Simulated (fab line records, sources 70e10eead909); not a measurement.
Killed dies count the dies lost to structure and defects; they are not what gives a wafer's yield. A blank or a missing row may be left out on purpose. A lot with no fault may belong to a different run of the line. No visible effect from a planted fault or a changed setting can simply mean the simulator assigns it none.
Matching of chambers :: flow nandHarc :: NHARC_P_STI_ETCH_15 on rieSi-05 has 4 sister chambers
The step etches the open film in HBr/Cl2, target depth 300 nm, time 100.1 s. 22 wafers are shown with their chamber, then 11 later ones without.

## WAFERS PAIRED WITH THEIR CHAMBERS
wafer: L076.1
chamber: 3
drypumpMotorCurrentA (A): 5.9
oesProductAu (a.u.): 0.997
throttleValvePct (%): 26.394

wafer: L076.4
chamber: 1
drypumpMotorCurrentA (A): 5.9
oesProductAu (a.u.): 1.002
throttleValvePct (%): 26.414

wafer: L076.6
chamber: 2
drypumpMotorCurrentA (A): 6.6
oesProductAu (a.u.): 0.992
throttleValvePct (%): 26.403

wafer: L080.1
chamber: 3
drypumpMotorCurrentA (A): 5.9
oesProductAu (a.u.): 0.987
throttleValvePct (%): 26.397

wafer: L080.2
chamber: 2
drypumpMotorCurrentA (A): 6.6
oesProductAu (a.u.): 0.986
throttleValvePct (%): 26.408

wafer: L080.3
chamber: 1
drypumpMotorCurrentA (A): 5.9
oesProductAu (a.u.): 0.989
throttleValvePct (%): 26.396

wafer: L086.2
chamber: 2
drypumpMotorCurrentA (A): 6.6
oesProductAu (a.u.): 0.995
throttleValvePct (%): 26.395

wafer: L086.3
chamber: 1
drypumpMotorCurrentA (A): 5.8
oesProductAu (a.u.): 0.997
throttleValvePct (%): 26.416

wafer: L086.5
chamber: 2
drypumpMotorCurrentA (A): 6.6
oesProductAu (a.u.): 0.990
throttleValvePct (%): 26.404

wafer: L087.2
chamber: 3
drypumpMotorCurrentA (A): 5.9
oesProductAu (a.u.): 1.009
throttleValvePct (%): 26.400

wafer: L087.4
chamber: 0
drypumpMotorCurrentA (A): 6.5
oesProductAu (a.u.): 1.003
throttleValvePct (%): 26.403

wafer: L087.5
chamber: 3
drypumpMotorCurrentA (A): 5.9
oesProductAu (a.u.): 1.000
throttleValvePct (%): 26.405

wafer: L088.1
chamber: 3
drypumpMotorCurrentA (A): 5.9
oesProductAu (a.u.): 0.995
throttleValvePct (%): 26.415

wafer: L088.2
chamber: 2
drypumpMotorCurrentA (A): 6.6
oesProductAu (a.u.): 0.992
throttleValvePct (%): 26.409

wafer: L088.6
chamber: 2
drypumpMotorCurrentA (A): 6.6
oesProductAu (a.u.): 0.991
throttleValvePct (%): 26.399

wafer: L090.2
chamber: 2
drypumpMotorCurrentA (A): 6.6
oesProductAu (a.u.): 0.994
throttleValvePct (%): 26.396

wafer: L090.5
chamber: 0
drypumpMotorCurrentA (A): 6.5
oesProductAu (a.u.): 1.002
throttleValvePct (%): 26.392

wafer: L090.6
chamber: 2
drypumpMotorCurrentA (A): 6.6
oesProductAu (a.u.): 0.991
throttleValvePct (%): 26.422

wafer: L091.1
chamber: 3
drypumpMotorCurrentA (A): 5.9
oesProductAu (a.u.): 1.000
throttleValvePct (%): 26.427

wafer: L091.5
chamber: 1
drypumpMotorCurrentA (A): 5.8
oesProductAu (a.u.): 0.999
throttleValvePct (%): 26.399

wafer: L091.6
chamber: 0
drypumpMotorCurrentA (A): 6.5
oesProductAu (a.u.): 1.012
throttleValvePct (%): 26.408

wafer: L093.1
chamber: 3
drypumpMotorCurrentA (A): 5.9
oesProductAu (a.u.): 1.002
throttleValvePct (%): 26.381

SIGNATURES, as means of the wafers listed above
reading: drypumpMotorCurrentA
chamber 0: 6.500
chamber 1: 5.850
chamber 2: 6.600
chamber 3: 5.900
scatter within a chamber: 0.0236

reading: oesProductAu
chamber 0: 1.00567
chamber 1: 0.99675
chamber 2: 0.99138
chamber 3: 0.99857
scatter within a chamber: 0.00516

reading: throttleValvePct
chamber 0: 26.40100
chamber 1: 26.40625
chamber 2: 26.40450
chamber 3: 26.40271
scatter within a chamber: 0.0113
Rule: distance of a wafer from a chamber = root of the sum over the readings of ((wafer's reading minus chamber's mean) / reading's scatter) squared. If the next closest chamber is less than 2 further off than the closest, the wafer can't be placed; otherwise it belongs to the closest. The scatter: the root of (the sum of the squares of (reading less its chamber's mean) over the shown wafers, divided by (wafers less chambers)).

## WAFERS WHOSE CHAMBER IS MISSING
wafer: L093.4
drypumpMotorCurrentA (A): 5.9
oesProductAu (a.u.): 0.994
throttleValvePct (%): 26.398

wafer: L093.6
drypumpMotorCurrentA (A): 6.6
oesProductAu (a.u.): 0.991
throttleValvePct (%): 26.400

wafer: L094.2
drypumpMotorCurrentA (A): 6.5
oesProductAu (a.u.): 0.998
throttleValvePct (%): 26.393

wafer: L094.3
drypumpMotorCurrentA (A): 5.9
oesProductAu (a.u.): 0.986
throttleValvePct (%): 26.381

wafer: L094.6
drypumpMotorCurrentA (A): 5.9
oesProductAu (a.u.): 0.991
throttleValvePct (%): 26.406

wafer: L095.1
drypumpMotorCurrentA (A): 5.8
oesProductAu (a.u.): 0.999
throttleValvePct (%): 26.404

wafer: L095.2
drypumpMotorCurrentA (A): 6.6
oesProductAu (a.u.): 0.991
throttleValvePct (%): 26.405

wafer: L095.4
drypumpMotorCurrentA (A): 6.6
oesProductAu (a.u.): 1.006
throttleValvePct (%): 26.404

wafer: L097.1
drypumpMotorCurrentA (A): 5.8
oesProductAu (a.u.): 0.997
throttleValvePct (%): 26.413

wafer: L097.2
drypumpMotorCurrentA (A): 5.9
oesProductAu (a.u.): 0.989
throttleValvePct (%): 26.399

wafer: L097.5
drypumpMotorCurrentA (A): 6.6
oesProductAu (a.u.): 1.001
throttleValvePct (%): 26.404

## THE CHAMBER EACH PASSED THROUGH
wafer: L093.4
from the rows above: can't be placed: 3 or 1
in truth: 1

wafer: L093.6
from the rows above: 2
in truth: 2

wafer: L094.2
from the rows above: 0
in truth: 0

wafer: L094.3
from the rows above: can't be placed: 3 or 1
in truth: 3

wafer: L094.6
from the rows above: can't be placed: 3 or 1
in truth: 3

wafer: L095.1
from the rows above: 1
in truth: 1

wafer: L095.2
from the rows above: 2
in truth: 2

wafer: L095.4
from the rows above: can't be placed: 2 or 0
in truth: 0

wafer: L097.1
from the rows above: 1
in truth: 1

wafer: L097.2
from the rows above: can't be placed: 3 or 1
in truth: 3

wafer: L097.5
from the rows above: 2
in truth: 2
Placed correctly: 6 of 11. Unplaceable from these rows: 5, with the true chamber sitting among the candidates in 5. 0 placed wrongly.
